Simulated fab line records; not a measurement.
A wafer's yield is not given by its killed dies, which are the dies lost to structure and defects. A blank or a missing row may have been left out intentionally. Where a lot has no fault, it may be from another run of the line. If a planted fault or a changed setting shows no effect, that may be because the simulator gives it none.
fab line records	flow n5-finfet
record: lots: 24	wafers: 72	last-day: 20
route steps=1938 shown DUMMY_GATE@244 SPACER0@258 SD_EPI_N@272
lots untouched by any fault: they come from a run of this same line in which no faults occurred
start-h: hours from the record's first day to the start of the lot's first wafer shown	wait-h: hours from the lot's prior step to this one	" repeats the value in the row above	L1.1+2: a single row standing in for several wafers	- either no value or no given start	* or withheld: withheld	< > ~ a bound
route shown NAME@n: names a module that has steps shown in the file, with the first one's number in the route	usual: mean and standard deviation over wafers with no fault	same: alike in all rows	chamber/n: place in a boat	sites: the reading at each site	_std_site: their standard deviation	_edge_site: inner sites' mean taken away from outer sites' mean	radius-mm: how far each site lies from the wafer's centre	mask NAME#n: copy n	behind: tool/chamber where the wafer was last shaped	hold: the reason the lot was held/the length of the hold in hours/how it ended	device: transistor that didn't switch, given as n, p or np	end of line: tests run on the same wafers once the route is complete	a step without rows: its recipe alone	killed: dies lost to structure and defects at the first sort, not the wafer's yield	map: the dies of a wafer, with x for killed, . for not killed, _ for no die there
set.NAME: the setting the step ran with; set.NAME@STEP: the setting that earlier step ran with	model.NAME: the simulator's own value behind a step, which no gauge read
route steps across a sampled set of lots; one table per step, one row per wafer
services: from which hour (start-h, from the record's first day; less than 0 if before it) a tool's chamber was out of use, for how many hours, and why
== steps ==
step: N5_DUMMY_GATE_STRIP_41
recipe: chemistry: O2	power-w: 400	temp-c: 40	pressure-mtorr: 30	rf-frequency-hz: 6e+07	bias-power-w: 0	overash-fraction: 0.3	o2-flow-sccm: 225
usual: drypump-motor-current-A: 5.8/0.58	oes-product-au: 0.79/0.079	rf-vpp-V: 3.6/0.51	showerhead-plenum-p-Torr: 2.12/0.064	throttle-valve-pct: 16.79/0.18
lot.wafer	tool	chamber	start-h	wait-h	drypump-motor-current-A	oes-product-au	rf-hours-counter-h	rf-vpp-V	showerhead-plenum-p-Torr	throttle-valve-pct
L074.3	rie-diel-03	1	47.70	0.0	6.1	0.76	128	3.8	2.02	16.29
L074.4	"	2	"	"	5.0	0.79	-	4.1	2.19	16.62
L074.5	"	1	"	"	6.1	0.77	-	3.3	2.02	16.29
L075.2	rie-diel-03	1	56.39	0.0	6.1	0.77	130	4.1	2.02	16.30
L075.4	"	3	"	"	5.4	1.01	1	3.4	2.15	16.61
L075.6	"	0	"	"	5.5	0.75	-	3.3	2.10	16.89
L076.1	rie-diel-06	0	59.15	0.0	6.4	0.72	189	3.2	2.18	17.00
L076.4	"	3	"	"	5.2	0.89	18	4.5	2.15	16.86
L076.6	"	3	"	"	5.2	0.89	-	3.0	2.15	16.86
L077.1	rie-diel-06	1	67.64	0.0	5.2	0.70	208	3.1	2.17	16.85
L077.2	"	2	"	"	6.4	0.80	113	4.5	2.02	16.65
L077.5	"	0	"	"	6.4	0.72	-	3.7	2.18	17.00
L078.1	rie-diel-06	0	72.41	0.0	6.4	0.72	193	4.5	2.18	17.00
L078.3	"	1	"	"	5.2	0.70	210	3.4	2.17	16.85
L078.4	"	2	"	"	6.4	0.80	115	3.8	2.02	16.66
L079.1	rie-diel-06	3	75.95	0.0	5.2	0.88	23	2.7	2.15	16.86
L079.2	"	1	"	"	5.2	0.70	211	3.8	2.17	16.85
L079.6	"	0	"	"	6.4	0.72	-	4.0	2.18	17.00
L080.1	rie-diel-06	3	81.77	0.0	5.2	0.88	24	3.4	2.15	16.86
L080.2	"	2	"	"	6.4	0.80	117	4.1	2.02	16.65
L080.5	"	1	"	"	5.2	0.71	-	3.9	2.17	16.86
L081.1	rie-diel-06	3	89.19	0.0	5.2	0.87	26	3.5	2.15	16.87
L081.3	"	0	"	"	6.4	0.72	197	3.4	2.18	16.99
L081.4	"	2	"	"	6.4	0.79	119	3.2	2.02	16.67
L082.3	rie-diel-06	3	93.87	0.0	5.2	0.87	27	3.5	2.15	16.86
L082.5	"	3	"	"	5.2	0.87	-	3.3	2.15	16.88
L082.6	"	0	"	"	6.4	0.71	-	3.2	2.18	17.01
L083.1	rie-diel-06	2	100.20	0.0	6.4	0.80	122	3.9	2.02	16.66
L083.5	"	2	"	"	6.4	0.80	-	3.0	2.02	16.65
L083.6	"	1	"	"	5.2	0.71	-	2.7	2.16	16.85
L084.3	rie-diel-01	2	106.03	0.0	6.4	0.70	249	4.5	1.96	17.16
L084.5	"	1	"	"	6.3	0.78	-	4.6	2.12	16.67
L084.6	"	0	"	"	6.7	0.83	-	3.4	2.05	16.95
L085.3	rie-diel-06	2	117.59	0.0	6.4	0.79	126	2.8	2.02	16.67
L085.4	"	3	"	"	5.2	0.86	33	3.8	2.15	16.88
L085.6	"	3	"	"	5.2	0.86	-	3.6	2.15	16.89
L086.2	rie-diel-06	1	121.84	0.0	5.2	0.69	222	3.7	2.16	16.86
L086.3	"	0	"	"	6.4	0.71	204	3.4	2.17	17.01
L086.6	"	3	"	"	5.2	0.86	-	3.8	2.15	16.87
L087.3	rie-diel-01	1	127.20	0.0	6.3	0.77	121	3.5	2.12	16.69
L087.4	"	3	"	"	6.0	0.67	-	3.6	2.06	17.12
L087.6	"	0	"	"	6.6	0.82	-	3.2	2.04	16.96
L088.3	rie-diel-06	0	130.27	0.0	6.4	0.71	207	3.0	2.17	17.03
L088.5	"	1	"	"	5.2	0.69	-	4.1	2.16	16.88
L088.6	"	2	"	"	6.4	0.80	-	3.6	2.02	16.68
L089.2	rie-diel-03	3	144.76	0.0	5.3	0.93	21	3.8	2.14	16.65
L089.4	"	2	"	"	5.0	0.77	129	3.3	2.19	16.67
L089.5	"	2	"	"	5.0	0.77	-	3.3	2.19	16.67
L090.2	rie-diel-03	3	147.87	0.0	5.3	0.93	23	3.9	2.14	16.65
L090.4	"	1	"	"	6.1	0.75	143	3.1	2.02	16.34
L090.5	"	0	"	"	5.5	0.74	-	2.6	2.09	16.93
L091.1	rie-diel-06	3	161.57	0.0	5.2	0.86	41	3.2	2.14	16.90
L091.3	"	1	"	"	5.2	0.69	231	4.1	2.16	16.86
L091.4	"	2	"	"	6.4	0.79	136	2.7	2.01	16.68
L092.2	rie-diel-03	0	162.73	0.0	5.5	0.73	181	3.1	2.09	16.94
L092.3	"	2	"	"	5.0	0.78	135	3.0	2.18	16.68
L092.4	"	3	"	"	5.4	0.92	28	3.7	2.14	16.65
L093.3	rie-diel-01	2	175.70	0.0	6.4	0.92	14	3.8	2.22	16.74
L093.5	"	3	"	"	6.0	1.00	-	3.5	2.06	16.69
L093.6	"	2	"	"	6.4	0.91	-	2.9	2.22	16.72
L095.1	rie-diel-06	0	183.94	0.0	6.4	0.70	219	2.9	2.17	17.04
L095.4	"	1	"	"	5.2	0.69	238	4.6	2.16	16.89
L095.6	"	3	"	"	5.2	0.84	-	3.9	2.14	16.92
L094.1	rie-diel-03	2	187.08	0.0	5.0	0.77	144	4.3	2.18	16.70
L094.2	"	3	"	"	5.3	0.91	37	3.6	2.14	16.69
L094.6	"	2	"	"	5.0	0.77	-	3.7	2.18	16.69
L097.1	rie-diel-01	3	187.58	0.0	6.0	0.97	5	3.6	2.06	16.67
L097.2	"	2	"	"	6.4	0.92	18	4.1	2.22	16.73
L097.6	"	1	"	"	6.2	0.76	-	4.1	2.11	16.72
L096.1	rie-diel-03	0	188.14	0.0	5.5	0.73	192	4.3	2.09	16.97
L096.3	"	2	"	"	5.0	0.77	145	3.9	2.18	16.70
L096.6	"	3	"	"	5.4	0.90	-	3.2	2.14	16.67
step: N5_SPACER0_ALD_07
recipe: material: SiNx	target-thk-a: 20	temp-c: 400	ald-precursor-family: SiH2I2	ald-co-reactant: N2/H2-plasma	pressure-torr: 2
usual: chamber-pressure-Torr: 2.000/0.0044	heater-power-w: 798/97
lot.wafer	tool	chamber	start-h	wait-h	chamber-pressure-Torr	heater-power-w
L074.3	ald-sin-03	3	48.50	0.0	2.005	867
L074.4	"	1	"	"	2.004	910
L074.5	"	2	"	"	1.995	1049
L075.2	ald-sin-04	2	57.59	0.4	1.996	775
L075.4	"	3	"	"	1.995	753
L075.6	"	1	"	"	1.995	766
L076.1	ald-sin-04	1	59.90	0.1	1.999	775
L076.4	"	2	"	"	1.995	765
L076.6	"	2	"	"	1.995	767
L077.1	ald-sin-04	3	69.55	1.2	1.995	746
L077.2	"	0	"	"	2.001	725
L077.5	"	2	"	"	2.013	775
L078.1	ald-sin-02	3	73.23	0.1	2.000	781
L078.3	"	0	"	"	2.000	770
L078.4	"	2	"	"	1.997	661
L079.1	ald-sin-02	3	76.69	0.1	1.993	765
L079.2	"	0	"	"	1.995	773
L079.6	"	2	"	"	1.995	645
L080.1	ald-sin-04	0	82.57	0.0	2.001	745
L080.2	"	1	"	"	1.996	759
L080.5	"	1	"	"	2.001	786
L081.1	ald-sin-03	3	90.10	0.2	1.995	867
L081.3	"	0	"	"	2.001	808
L081.4	"	1	"	"	1.999	884
L082.3	ald-sin-03	3	95.83	1.3	1.999	868
L082.5	"	3	"	"	1.996	864
L082.6	"	0	"	"	2.000	797
L083.1	ald-sin-04	1	100.95	0.0	2.006	742
L083.5	"	0	"	"	2.005	682
L083.6	"	3	"	"	1.999	767
L084.3	ald-sin-02	1	107.33	0.4	1.999	944
L084.5	"	2	"	"	2.000	647
L084.6	"	3	"	"	1.999	738
L085.3	ald-sin-03	2	118.66	0.4	1.995	1032
L085.4	"	3	"	"	2.000	895
L085.6	"	3	"	"	2.007	872
L086.2	ald-sin-02	0	124.99	2.5	2.004	795
L086.3	"	3	"	"	2.000	754
L086.6	"	0	"	"	2.007	785
L087.3	ald-sin-04	0	128.17	0.3	2.003	692
L087.4	"	2	"	"	2.003	726
L087.6	"	1	"	"	1.995	759
L088.3	ald-sin-03	0	130.99	0.0	1.991	798
L088.5	"	3	"	"	2.000	848
L088.6	"	0	"	"	2.000	786
L089.2	ald-sin-03	3	145.48	0.0	2.001	876
L089.4	"	0	"	"	1.996	809
L089.5	"	0	"	"	1.997	799
L090.2	ald-sin-04	0	149.06	0.5	1.994	650
L090.4	"	2	"	"	2.003	731
L090.5	"	1	"	"	2.002	777
L091.1	ald-sin-04	2	162.30	0.0	2.005	744
L091.3	"	0	"	"	2.004	673
L091.4	"	1	"	"	2.000	746
L092.2	ald-sin-04	1	163.46	0.0	1.992	781
L092.3	"	3	"	"	2.002	761
L092.4	"	0	"	"	2.004	676
L093.3	ald-sin-03	0	176.43	0.0	2.010	791
L093.5	"	0	"	"	2.003	766
L093.6	"	3	"	"	1.996	883
L095.1	ald-sin-02	2	185.24	0.6	2.000	647
L095.4	"	1	"	"	2.005	959
L095.6	"	0	"	"	2.005	784
L094.1	ald-sin-02	0	188.06	0.3	2.004	784
L094.2	"	3	"	"	2.009	756
L094.6	"	1	"	"	1.994	958
L097.1	ald-sin-02	3	188.60	0.2	2.008	755
L097.2	"	1	"	"	1.995	954
L097.6	"	0	"	"	1.998	801
L096.1	ald-sin-04	1	190.64	1.6	1.996	754
L096.3	"	0	"	"	1.995	671
L096.6	"	2	"	"	2.004	726
step: N5_SPACER0_ALD_00
recipe: material: SiOCN	target-thk-a: 35	temp-c: 400	ald-precursor-family: alkyl-aminosilane	ald-co-reactant: O2/N2-plasma	pulse-time-s: 3	purge-time-s: 2	co-reactant-purge-time-s: 2	ald-cycles: 58	pressure-torr: 2
usual: chamber-pressure-Torr: 2.000/0.0044	heater-power-w: 796/100	precursor-pulse-height-rel: 0.998/0.02
lot.wafer	tool	chamber	start-h	wait-h	chamber-pressure-Torr	heater-power-w	precursor-pulse-height-rel
L074.3	ald-sin-03	3	48.65	0.1	2.001	883	0.982
L074.4	"	1	"	"	2.002	872	1.029
L074.5	"	2	"	"	1.997	1056	0.990
L075.2	ald-sin-04	2	57.74	0.1	1.997	756	0.989
L075.4	"	3	"	"	2.003	737	0.988
L075.6	"	1	"	"	1.994	760	1.013
L076.1	ald-sin-04	1	60.05	0.1	1.995	765	0.973
L076.4	"	2	"	"	1.999	771	0.993
L076.6	"	2	"	"	2.003	774	1.040
L077.1	ald-sin-04	3	69.70	0.1	1.994	738	1.037
L077.2	"	0	"	"	2.001	722	0.976
L077.5	"	2	"	"	1.994	770	1.028
L078.1	ald-sin-02	3	73.38	0.1	2.004	768	0.980
L078.3	"	0	"	"	2.001	792	0.996
L078.4	"	2	"	"	2.006	652	0.984
L079.1	ald-sin-02	3	76.84	0.1	1.994	772	0.988
L079.2	"	0	"	"	2.005	766	0.986
L079.6	"	2	"	"	2.007	631	0.987
L080.1	ald-sin-04	0	82.72	0.1	1.997	751	0.996
L080.2	"	1	"	"	2.004	771	1.002
L080.5	"	1	"	"	2.000	770	0.971
L081.1	ald-sin-03	3	90.25	0.1	1.998	860	1.022
L081.3	"	0	"	"	1.999	801	0.999
L081.4	"	1	"	"	2.000	884	0.977
L082.3	ald-sin-03	3	95.98	0.1	1.996	878	1.006
L082.5	"	3	"	"	2.000	902	0.990
L082.6	"	0	"	"	1.997	812	0.953
L083.1	ald-sin-04	1	101.11	0.1	1.999	756	1.001
L083.5	"	0	"	"	2.006	652	1.033
L083.6	"	3	"	"	2.006	746	1.015
L084.3	ald-sin-02	1	107.48	0.1	2.005	943	1.037
L084.5	"	2	"	"	1.997	648	1.018
L084.6	"	3	"	"	2.001	768	1.006
L085.3	ald-sin-03	2	118.81	0.1	2.001	1069	1.002
L085.4	"	3	"	"	2.001	862	0.980
L085.6	"	3	"	"	1.998	882	0.981
L086.2	ald-sin-02	0	125.14	0.1	2.001	764	1.028
L086.3	"	3	"	"	2.009	760	1.005
L086.6	"	0	"	"	2.006	775	1.028
L087.3	ald-sin-04	0	128.32	0.1	2.000	670	1.021
L087.4	"	2	"	"	2.003	744	0.998
L087.6	"	1	"	"	1.998	736	1.010
L088.3	ald-sin-03	0	131.14	0.1	1.997	802	0.974
L088.5	"	3	"	"	1.997	900	0.979
L088.6	"	0	"	"	1.998	794	0.980
L089.2	ald-sin-03	3	145.63	0.1	2.005	844	1.015
L089.4	"	0	"	"	1.996	785	0.997
L089.5	"	0	"	"	1.996	792	1.004
L090.2	ald-sin-04	0	149.22	0.1	2.003	684	0.960
L090.4	"	2	"	"	1.991	721	0.993
L090.5	"	1	"	"	1.999	758	0.989
L091.1	ald-sin-04	2	162.46	0.1	2.004	741	0.984
L091.3	"	0	"	"	2.004	666	1.010
L091.4	"	1	"	"	2.001	762	0.985
L092.2	ald-sin-04	1	163.61	0.1	1.997	755	1.010
L092.3	"	3	"	"	2.004	760	1.024
L092.4	"	0	"	"	1.997	677	0.989
L093.3	ald-sin-03	0	176.58	0.1	2.005	792	1.013
L093.5	"	0	"	"	1.994	778	1.044
L093.6	"	3	"	"	1.991	862	0.994
L095.1	ald-sin-02	2	185.39	0.1	1.999	657	1.032
L095.4	"	1	"	"	2.001	936	1.024
L095.6	"	0	"	"	1.999	786	0.997
L094.1	ald-sin-02	0	188.21	0.1	2.003	778	0.986
L094.2	"	3	"	"	1.992	773	0.992
L094.6	"	1	"	"	2.006	965	1.006
L097.1	ald-sin-02	3	188.75	0.1	2.004	768	0.981
L097.2	"	1	"	"	1.996	954	0.989
L097.6	"	0	"	"	2.004	778	0.998
L096.1	ald-sin-04	1	190.79	0.1	2.006	777	0.978
L096.3	"	0	"	"	1.995	677	0.969
L096.6	"	2	"	"	1.999	727	1.004
step: N5_SPACER0_ALD_08
recipe: material: SiNx	target-thk-a: 20	temp-c: 400	ald-precursor-family: SiH2I2	ald-co-reactant: N2/H2-plasma	pressure-torr: 2
usual: chamber-pressure-Torr: 2.000/0.0042	heater-power-w: 798/98
lot.wafer	tool	chamber	start-h	wait-h	chamber-pressure-Torr	heater-power-w
L074.3	ald-sin-03	3	48.91	0.1	2.001	887
L074.4	"	1	"	"	2.003	911
L074.5	"	2	"	"	1.998	1035
L075.2	ald-sin-04	2	58.00	0.1	2.000	774
L075.4	"	3	"	"	2.004	735
L075.6	"	1	"	"	2.003	792
L076.1	ald-sin-04	1	60.31	0.1	1.999	775
L076.4	"	2	"	"	2.003	756
L076.6	"	2	"	"	2.002	780
L077.1	ald-sin-04	3	69.96	0.1	2.001	722
L077.2	"	0	"	"	2.002	763
L077.5	"	2	"	"	2.001	744
L078.1	ald-sin-02	3	73.64	0.1	1.991	741
L078.3	"	0	"	"	1.992	777
L078.4	"	2	"	"	1.998	641
L079.1	ald-sin-02	3	77.10	0.1	2.003	755
L079.2	"	0	"	"	1.999	791
L079.6	"	2	"	"	2.002	658
L080.1	ald-sin-04	0	82.98	0.1	1.993	744
L080.2	"	1	"	"	2.002	761
L080.5	"	1	"	"	1.999	769
L081.1	ald-sin-03	3	90.51	0.1	2.006	850
L081.3	"	0	"	"	2.006	805
L081.4	"	1	"	"	1.997	897
L082.3	ald-sin-03	3	96.24	0.1	1.994	869
L082.5	"	3	"	"	1.993	896
L082.6	"	0	"	"	1.995	795
L083.1	ald-sin-04	1	101.36	0.1	2.000	749
L083.5	"	0	"	"	2.004	693
L083.6	"	3	"	"	1.999	763
L084.3	ald-sin-02	1	107.74	0.1	2.001	925
L084.5	"	2	"	"	2.002	652
L084.6	"	3	"	"	1.995	758
L085.3	ald-sin-03	2	119.07	0.1	1.998	1040
L085.4	"	3	"	"	2.005	865
L085.6	"	3	"	"	2.001	889
L086.2	ald-sin-02	0	125.40	0.1	1.996	792
L086.3	"	3	"	"	2.002	744
L086.6	"	0	"	"	2.002	799
L087.3	ald-sin-04	0	128.58	0.1	2.003	678
L087.4	"	2	"	"	2.003	733
L087.6	"	1	"	"	2.003	754
L088.3	ald-sin-03	0	131.40	0.1	1.996	820
L088.5	"	3	"	"	1.999	858
L088.6	"	0	"	"	1.995	796
L089.2	ald-sin-03	3	145.89	0.1	1.994	874
L089.4	"	0	"	"	2.002	789
L089.5	"	0	"	"	2.006	777
L090.2	ald-sin-04	0	149.47	0.1	2.000	683
L090.4	"	2	"	"	2.005	720
L090.5	"	1	"	"	2.006	762
L091.1	ald-sin-04	2	162.71	0.1	1.994	717
L091.3	"	0	"	"	2.006	679
L091.4	"	1	"	"	2.004	776
L092.2	ald-sin-04	1	163.87	0.1	1.999	786
L092.3	"	3	"	"	1.996	784
L092.4	"	0	"	"	1.990	684
L093.3	ald-sin-03	0	176.84	0.1	1.998	805
L093.5	"	0	"	"	2.010	809
L093.6	"	3	"	"	2.005	883
L095.1	ald-sin-02	2	185.65	0.1	1.998	654
L095.4	"	1	"	"	1.992	972
L095.6	"	0	"	"	1.998	788
L094.1	ald-sin-02	0	188.47	0.1	2.007	773
L094.2	"	3	"	"	1.992	773
L094.6	"	1	"	"	1.997	966
L097.1	ald-sin-02	3	189.01	0.1	1.991	777
L097.2	"	1	"	"	2.011	953
L097.6	"	0	"	"	1.991	791
L096.1	ald-sin-04	1	191.05	0.1	1.999	765
L096.3	"	0	"	"	2.007	680
L096.6	"	2	"	"	2.002	725
step: N5_SD_EPI_N_INSPECT_11
recipe: mode: adi	inspect-instrument: macro
usual: raw-defect-count: 2.1/1.4
lot.wafer	tool	chamber	start-h	wait-h	raw-defect-count
L074.3	defect-inspect-02	-	49.52	0.0	1
L074.4	"	-	"	"	2
L074.5	"	-	"	"	0
L075.2	defect-inspect-01	-	58.49	0.0	1
L075.4	"	-	"	"	3
L075.6	"	-	"	"	0
L076.1	defect-inspect-02	-	60.79	0.0	4
L076.4	"	-	"	"	1
L076.6	"	-	"	"	4
L077.1	defect-inspect-02	-	70.45	0.0	3
L077.2	"	-	"	"	1
L077.5	"	-	"	"	3
L078.1	defect-inspect-02	-	74.25	0.0	2
L078.3	"	-	"	"	3
L078.4	"	-	"	"	4
L079.1	defect-inspect-02	-	77.72	0.0	2
L079.2	"	-	"	"	3
L079.6	"	-	"	"	2
L080.1	defect-inspect-01	-	83.46	0.0	6
L080.2	"	-	"	"	4
L080.5	"	-	"	"	3
L081.1	defect-inspect-01	-	91.00	0.0	4
L081.3	"	-	"	"	2
L081.4	"	-	"	"	2
L082.3	defect-inspect-02	-	96.85	0.0	2
L082.5	"	-	"	"	0
L082.6	"	-	"	"	3
L083.1	defect-inspect-02	-	102.02	0.0	2
L083.5	"	-	"	"	1
L083.6	"	-	"	"	0
L084.3	defect-inspect-02	-	108.35	0.0	3
L084.5	"	-	"	"	4
L084.6	"	-	"	"	2
L085.3	defect-inspect-01	-	119.68	0.0	4
L085.4	"	-	"	"	0
L085.6	"	-	"	"	1
L086.2	defect-inspect-02	-	126.01	0.0	3
L086.3	"	-	"	"	0
L086.6	"	-	"	"	1
L087.3	defect-inspect-01	-	129.19	0.0	3
L087.4	"	-	"	"	1
L087.6	"	-	"	"	1
L088.3	defect-inspect-02	-	142.79	0.0	3
L088.5	"	-	"	"	1
L088.6	"	-	"	"	1
L089.2	defect-inspect-02	-	146.40	0.0	1
L089.4	"	-	"	"	2
L089.5	"	-	"	"	3
L090.2	defect-inspect-02	-	149.96	0.0	2
L090.4	"	-	"	"	1
L090.5	"	-	"	"	0
L091.1	defect-inspect-01	-	163.32	0.0	3
L091.3	"	-	"	"	0
L091.4	"	-	"	"	4
L092.2	defect-inspect-02	-	164.48	0.0	2
L092.3	"	-	"	"	1
L092.4	"	-	"	"	2
L093.3	defect-inspect-02	-	177.45	0.0	1
L093.5	"	-	"	"	3
L093.6	"	-	"	"	1
L095.1	defect-inspect-01	-	186.26	0.0	3
L095.4	"	-	"	"	2
L095.6	"	-	"	"	1
L094.1	defect-inspect-02	-	189.08	0.0	3
L094.2	"	-	"	"	2
L094.6	"	-	"	"	5
L097.1	defect-inspect-02	-	189.62	0.0	6
L097.2	"	-	"	"	1
L097.6	"	-	"	"	2
L096.1	defect-inspect-02	-	191.66	0.0	0
L096.3	"	-	"	"	2
L096.6	"	-	"	"	2
step: N5_SD_EPI_N_DESCUM_14
recipe: chemistry: O2	time-s: 7.9	source-power-w: 50	bias-power-w: 20	pressure-mtorr: 20	rf-frequency-hz: 2.712e+07	temp-c: 40	resist: CAR-ArF-block	o2-flow-sccm: 225
usual: drypump-motor-current-A: 5.7/0.44	oes-product-au: 0.76/0.066	rf-vpp-V: 243.5/1.1	showerhead-plenum-p-Torr: 2.11/0.037	throttle-valve-pct: 20.38/0.14
lot.wafer	tool	chamber	start-h	wait-h	drypump-motor-current-A	oes-product-au	rf-hours-counter-h	rf-vpp-V	showerhead-plenum-p-Torr	throttle-valve-pct
L074.3	rie-diel-05	2	49.56	0.0	5.7	0.75	157	241.8	2.10	20.21
L074.4	"	2	"	"	5.7	0.75	-	243.6	2.10	20.22
L074.5	"	3	"	"	5.5	0.79	-	243.1	2.18	20.24
L075.2	rie-diel-05	2	58.52	0.0	5.7	0.75	160	242.2	2.10	20.22
L075.4	"	3	"	"	5.5	0.78	131	245.1	2.18	20.22
L075.6	"	2	"	"	5.7	0.75	-	242.8	2.10	20.22
L076.1	rie-diel-04	0	60.83	0.0	6.0	0.71	188	243.9	2.08	20.24
L076.4	"	2	"	"	6.2	0.77	150	243.2	2.10	20.38
L076.6	"	0	"	"	6.0	0.71	-	243.4	2.08	20.24
L077.1	rie-diel-02	3	70.48	0.0	5.8	0.73	195	244.6	2.15	20.45
L077.2	"	1	"	"	5.6	0.76	139	242.9	2.09	20.41
L077.5	"	1	"	"	5.7	0.76	-	242.6	2.09	20.39
L078.1	rie-diel-05	3	74.28	0.0	5.5	0.77	137	244.5	2.18	20.26
L078.3	"	1	"	"	6.3	0.94	7	243.3	2.06	20.08
L078.4	"	0	"	"	6.1	0.78	97	244.2	2.11	20.41
L079.1	rie-diel-04	2	77.87	0.2	6.2	0.77	156	243.6	2.10	20.41
L079.2	"	3	"	"	5.4	0.70	187	243.9	2.16	20.48
L079.6	"	1	"	"	5.3	0.71	-	244.1	2.16	20.28
L080.1	rie-diel-02	0	83.50	0.0	6.2	0.90	31	243.4	2.14	20.32
L080.2	"	2	"	"	4.9	0.76	131	242.6	2.10	20.62
L080.5	"	1	"	"	5.7	0.75	-	243.6	2.09	20.41
L081.1	rie-diel-04	2	91.03	0.0	6.2	0.76	158	242.3	2.10	20.38
L081.3	"	3	"	"	5.4	0.70	190	245.5	2.16	20.47
L081.4	"	1	"	"	5.3	0.72	186	245.6	2.16	20.29
L082.3	rie-diel-02	0	96.98	0.1	6.2	0.89	33	243.4	2.14	20.31
L082.5	"	3	"	"	5.8	0.72	-	245.2	2.15	20.45
L082.6	"	0	"	"	6.2	0.90	-	244.0	2.14	20.33
L083.1	rie-diel-05	1	102.48	0.5	6.3	0.91	17	243.1	2.05	20.13
L083.5	"	0	"	"	6.1	0.77	-	242.7	2.11	20.41
L083.6	"	1	"	"	6.3	0.91	-	241.8	2.05	20.12
L084.3	rie-diel-02	1	108.39	0.0	5.7	0.76	150	243.2	2.08	20.41
L084.5	"	1	"	"	5.7	0.75	-	242.0	2.08	20.42
L084.6	"	2	"	"	4.9	0.77	-	242.5	2.10	20.63
L085.3	rie-diel-02	1	119.71	0.0	5.7	0.75	153	244.5	2.08	20.42
L085.4	"	2	"	"	4.9	0.77	140	243.1	2.10	20.63
L085.6	"	1	"	"	5.7	0.75	-	242.9	2.08	20.43
L086.2	rie-diel-02	3	126.04	0.0	5.8	0.71	210	244.8	2.15	20.48
L086.3	"	0	"	"	6.2	0.89	42	242.9	2.13	20.33
L086.6	"	3	"	"	5.8	0.71	-	244.9	2.15	20.47
L087.3	rie-diel-02	1	129.23	0.0	5.7	0.75	156	244.1	2.08	20.40
L087.4	"	0	"	"	6.2	0.88	43	243.3	2.13	20.35
L087.6	"	3	"	"	5.8	0.71	-	245.5	2.15	20.47
L088.3	rie-diel-05	2	143.41	0.6	5.7	0.73	184	243.6	2.09	20.24
L088.5	"	2	"	"	5.7	0.73	-	244.8	2.09	20.26
L088.6	"	3	"	"	5.5	0.75	-	244.6	2.17	20.29
L089.2	rie-diel-02	3	148.10	1.7	5.8	0.71	214	243.7	2.15	20.48
L089.4	"	2	"	"	4.9	0.75	147	241.6	2.10	20.65
L089.5	"	1	"	"	5.6	0.75	-	243.3	2.08	20.43
L090.2	rie-diel-05	2	150.19	0.2	5.7	0.73	187	242.7	2.09	20.26
L090.4	"	3	"	"	5.5	0.75	157	243.5	2.17	20.30
L090.5	"	2	"	"	5.7	0.72	-	243.0	2.09	20.25
L091.1	rie-diel-02	2	163.91	0.6	4.9	0.76	153	243.6	2.09	20.66
L091.3	"	3	"	"	5.9	0.71	220	244.2	2.15	20.49
L091.4	"	0	"	"	6.2	0.88	52	243.3	2.13	20.37
L092.2	rie-diel-05	2	164.82	0.3	5.7	0.73	192	243.9	2.08	20.26
L092.3	"	0	"	"	6.1	0.75	124	243.4	2.10	20.43
L092.4	"	1	"	"	6.3	0.88	35	243.5	2.05	20.14
L093.3	rie-diel-05	1	177.54	0.1	6.3	0.87	39	241.8	2.05	20.14
L093.5	"	1	"	"	6.3	0.87	-	242.2	2.05	20.14
L093.6	"	2	"	"	5.7	0.73	-	242.3	2.08	20.27
L095.1	rie-diel-04	2	186.40	0.1	6.2	0.73	185	242.7	2.09	20.44
L095.4	"	0	"	"	6.0	0.68	226	243.3	2.07	20.30
L095.6	"	0	"	"	6.0	0.67	-	241.8	2.07	20.29
L094.1	rie-diel-02	0	189.45	0.4	6.2	0.85	62	243.7	2.13	20.36
L094.2	"	3	"	"	5.8	0.71	229	245.4	2.14	20.51
L094.6	"	3	"	"	5.8	0.70	-	244.3	2.14	20.51
L097.1	rie-diel-04	0	190.15	0.5	6.0	0.68	228	243.1	2.07	20.29
L097.2	"	3	"	"	5.3	0.68	220	245.1	2.15	20.53
L097.6	"	0	"	"	6.0	0.68	-	241.8	2.06	20.30
L096.1	rie-diel-04	0	191.70	0.0	6.0	0.68	229	243.5	2.06	20.31
L096.3	"	2	"	"	6.3	0.73	187	243.3	2.09	20.45
L096.6	"	3	"	"	5.4	0.68	-	244.5	2.15	20.54
== services ==
tool	chamber	start-h	hours	kind
ald-sin-03	2	23.95	5.2	repair
ald-sin-03	3	24.66	15.3	repair
ald-sin-04	3	34.95	1.3	repair
ald-sin-02	-	40.99	6.0	pm
ald-sin-04	3	41.27	1.6	repair
ald-sin-03	1	54.80	2.8	repair
rie-diel-03	-	56.58	0.7	repair
ald-sin-03	0	58.77	9.0	repair
rie-diel-06	2	62.12	2.9	repair
rie-diel-03	1	63.66	28.1	repair
rie-diel-02	-	71.96	1.9	repair
ald-sin-02	-	75.15	1.5	repair
ald-sin-04	-	85.25	14.0	pm
rie-diel-02	-	91.19	4.7	repair
ald-sin-04	-	113.38	14.6	pm
ald-sin-03	-	114.15	3.6	repair
ald-sin-03	2	127.32	6.2	repair
ald-sin-04	-	133.53	6.0	pm
rie-diel-04	1	137.43	26.9	repair
ald-sin-03	-	138.77	1.3	repair
rie-diel-03	1	174.81	17.2	repair
ald-sin-03	-	176.96	14.0	pm
rie-diel-02	-	187.57	0.5	repair
ald-sin-03	-	190.96	6.0	pm
== key ==
fault none
